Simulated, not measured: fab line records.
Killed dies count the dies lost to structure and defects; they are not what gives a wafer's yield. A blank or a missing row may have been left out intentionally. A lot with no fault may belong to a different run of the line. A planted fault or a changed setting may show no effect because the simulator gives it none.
Matching of chambers    flow n5-finfet    4 sister chambers for N5_MOL_CONTACT_COAG_ETCHBACK_134 on rie-diel-02
The step etches SiO2 in CHF3, target depth 10 nm, time 6.7 s. 8 wafers are shown with their chamber, then 7 later ones without.

## WAFERS WITH THEIR CHAMBER
wafer   chamber  drypump-motor-current-A (A)  showerhead-plenum-p-Torr (Torr)
L084.3  1        5.6                          2.46
L084.4  0        5.3                          2.44
L084.5  2        5.0                          2.38
L086.1  3        5.8                          2.51
L086.2  2        5.0                          2.37
L086.4  3        5.7                          2.51
L092.2  0        5.3                          2.43
L092.4  1        5.6                          2.46

## WAFERS MISSING THEIR CHAMBER
wafer   drypump-motor-current-A (A)  showerhead-plenum-p-Torr (Torr)
L092.6  5.3                          2.43
L094.2  5.3                          2.43
L094.3  5.0                          2.37
L094.5  5.5                          2.46
L097.2  5.0                          2.36
L097.3  5.3                          2.43
L097.6  5.0                          2.36

## CHAMBER TAKEN BY EACH
wafer   from the rows above  in truth
L092.6  0                    0
L094.2  0                    0
L094.3  2                    2
L094.5  1                    1
L097.2  2                    2
L097.3  0                    0
L097.6  2                    2
Placed correctly: 7 of 7. From these rows, 0 cannot be placed. Placed wrongly: 0.
How it was worked out, from the rows above alone: a wafer's distance from a chamber is the root of the sum, over the readings, of the square of ((its reading less the chamber's mean) divided by the reading's scatter). The wafer belongs to the nearest chamber; if the next one is less than 2 further off, it can't be placed. Each chamber's mean is taken over the wafers shown for it. The scatter: take each reading less its chamber's mean, square it, sum over the shown wafers, divide by the number of wafers less the number of chambers, and take the root.
